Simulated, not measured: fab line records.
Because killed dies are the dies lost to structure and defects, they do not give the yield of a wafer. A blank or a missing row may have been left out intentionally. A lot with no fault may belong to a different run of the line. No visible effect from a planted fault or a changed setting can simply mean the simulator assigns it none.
A lot that was struck, set against a sound lot	flow nand-harc	44 out of 1159 route steps
Sound: wafers L691.4, L691.5, L691.6. The struck wafers were L700.3, L700.5, L700.6. Last of all comes the cause.
Order at every step that has rows: each side's tool, ch and its chambers, its first start. Under that, the readings that differ: sound wafers	struck wafers	difference of the means	sigmas: that difference in standard deviations of wafers without a fault.
alike: readings with means less than 2 such deviations apart, plus words and numbers identical on both sides. not compared: withheld readings, readings lacking a value on some wafer, bounds such as >300 that could conceal the same value, and numbers that have no deviation in the record and whose values overlap.
The two part at a step that has a row with sigmas, a row that says differs or no value, or rows on one side only. Non-overlapping numbers with no deviation appear without sigmas and do not part them. A reading missing from all wafers of one side parts the sides only when that side holds two or more wafers.

NHARC_P_STI_OCD_MEAS_17:
  struck on ocd-01, day 5 19:06; sound on ocd-02, day 3 14:40
  alike: trench-depth-nm, trench-foot-cd-nm
then, 3 steps without rows for these wafers: NHARC_P_STI_STRIP_19 (strips in SPM, time 900 s); NHARC_P_STI_PRECLEAN_32 (cleans in SC1); NHARC_P_STI_SRD_23.
NHARC_P_STI_OCD_MEAS_43:
  struck on ocd-02, day 5 19:37; sound on ocd-02, day 3 15:11
  alike: trench-depth-nm, trench-foot-cd-nm
then, 3 steps without rows for these wafers: NHARC_P_STI_OXIDE_33 (material SiO2, target thk 10 nm, ox time 281 s); NHARC_P_STI_HDPCVD_20 (deposits SiO2); NHARC_P_STI_ANNEAL_34 (time 1800 s).
NHARC_P_STI_CMP_21: polishes, t overpolish 20 s, target thk 380.67 nm.
  sound on cmp-04 ch 1,2,3, day 4 10:41; struck on cmp-04 ch 0,1, day 6 16:56
  alike: motor-current-A, overpolish-run-s
then, 2 steps without rows for these wafers: NHARC_P_STI_SRD_35; NHARC_P_STI_ETCH_36 (etches SiO2 in dHF, target depth 38.8 nm).
NHARC_P_STI_STRIP_24: strips Si3N4 in H3PO4.
  sound on wet-bench-04 ch 0,5,7, day 4 10:58; struck on wet-bench-04 ch 1,3,7, day 6 17:15
  alike: bath-heat-duty-pct
then, 4 steps without rows for these wafers: NHARC_P_STI_ETCH_37 (etches SiO2 in dHF, target depth 11 nm); NHARC_P_STI_PRECLEAN_38 (cleans in SC1); NHARC_P_STI_SRD_39; NHARC_P_STI_OXIDE_40 (material SiO2, target thk 10 nm, ox time 1362 s).
NHARC_P_STI_INSPECT_25:
  struck on defect-inspect-01, day 7 02:20; sound on defect-inspect-02, day 4 21:19
reading	sound	struck	difference	sigmas
raw-defect-count	215 178 201	562 531 690	+396	+5
then, 12 steps without rows for these wafers: NHARC_P_GATE_ETCH_69 (etches SiO2 in dHF, target depth 14 nm); NHARC_P_GATE_PRECLEAN_70 (cleans in SC1); NHARC_P_GATE_SRD_01; NHARC_P_GATE_OXIDE_02 (material SiO2, target thk 37.5 nm, ox time 365 s); NHARC_P_GATE_DEHYDRATE_03 (time 120 s); NHARC_P_GATE_HMDS_04 (time 30 s); NHARC_P_GATE_COAT_05; NHARC_P_GATE_SOFTBAKE_06 (time 95 s); NHARC_P_GATE_EBR_07; NHARC_P_GATE_EXPOSE_08 (exposes mask P HV); NHARC_P_GATE_PEB_09 (peb time 85 s); NHARC_P_GATE_DEVELOP_10 (time 70 s).
NHARC_P_GATE_CD_MEAS_11: target cd 1640 nm.
  sound on cd-sem-03 ch 0, day 5 05:37; struck on cd-sem-03 ch 0, day 7 10:35
  alike: cd-nm
then, 1 step without rows for these wafers: NHARC_P_GATE_HARDBAKE_12 (time 80 s).
NHARC_P_GATE_DESCUM_13: chemistry O2, time 3 s.
  sound on rie-diel-04 ch 0,2,3, day 5 05:49; struck on rie-diel-12 ch 1,2, day 7 10:52
  alike: chamber-pressure-mTorr, drypump-motor-current-A, oes-product-au, rf-vpp-V, showerhead-plenum-p-Torr, throttle-valve-pct
  not compared: rf-hours-counter-h
then, 6 steps without rows for these wafers: NHARC_P_GATE_ETCH_14 (etches SiO2 in dHF, target depth 48.8 nm); NHARC_P_GATE_STRIP_15 (strips in SPM, time 780 s); NHARC_P_GATE_PRECLEAN_71 (cleans in SC1); NHARC_P_GATE_SRD_72; NHARC_P_GATE_OXIDE_16 (material SiO2, target thk 3 nm, ox time 392 s); NHARC_P_GATE_CVD_17 (deposits poly-Si, target thk 150 nm, time 900 s).
NHARC_P_GATE_HM_DEP_102: deposits aC, target thk 120 nm.
  sound on acl-dep-02 ch 0, day 5 18:17; struck on acl-dep-01 ch 0, day 7 23:29
  alike: throttle-valve-pct
NHARC_P_GATE_DEP_103: deposits SiON, target thk 30 nm.
  sound on pecvd-01 ch 0,1,2, day 5 18:54; struck on pecvd-03 ch 0,2, day 7 23:58
  alike: heater-power-w
  not compared: since-wet-clean-h
then, 1 step without rows for these wafers: NHARC_P_GATE_DEHYDRATE_18 (time 120 s).
NHARC_P_GATE_INSPECT_28:
  struck on defect-inspect-02, day 8 00:44; sound on defect-inspect-01, day 5 19:39
reading	sound	struck	difference	sigmas
raw-defect-count	2 2 5	372 382 421	+389	+99 or more
NHARC_P_GATE_INSPECT_68:
  struck on defect-inspect-02, day 8 19:22; sound on defect-inspect-01, day 6 14:37
reading	sound	struck	difference	sigmas
raw-defect-count	231 162 228	566 551 632	+376	+5
-- record jumps: 14 days between struck wafers' starts before vs after; left off in module P_GATE, resumes in module END, first step shown is number 1159 of the route --
NHARC_END_SORT_01:
  sound on prober-02 ch 0, day 20 19:50; struck on prober-01 ch 0, day 22 11:41
reading	sound	struck	difference	sigmas
killed-at-array	13 20 14	44 36 36	+23	+2
killed-at-periphery	2 1 3	46 85 57	+61	+22
killed-dies	15 21 17	92 121 94	+85	+7
  alike: killed-at-other, killed-open, killed-short

WHERE THEY PART
First at NHARC_P_STI_INSPECT_25; last, within this record, at NHARC_END_SORT_01.

WHY: the cause the simulator had injected
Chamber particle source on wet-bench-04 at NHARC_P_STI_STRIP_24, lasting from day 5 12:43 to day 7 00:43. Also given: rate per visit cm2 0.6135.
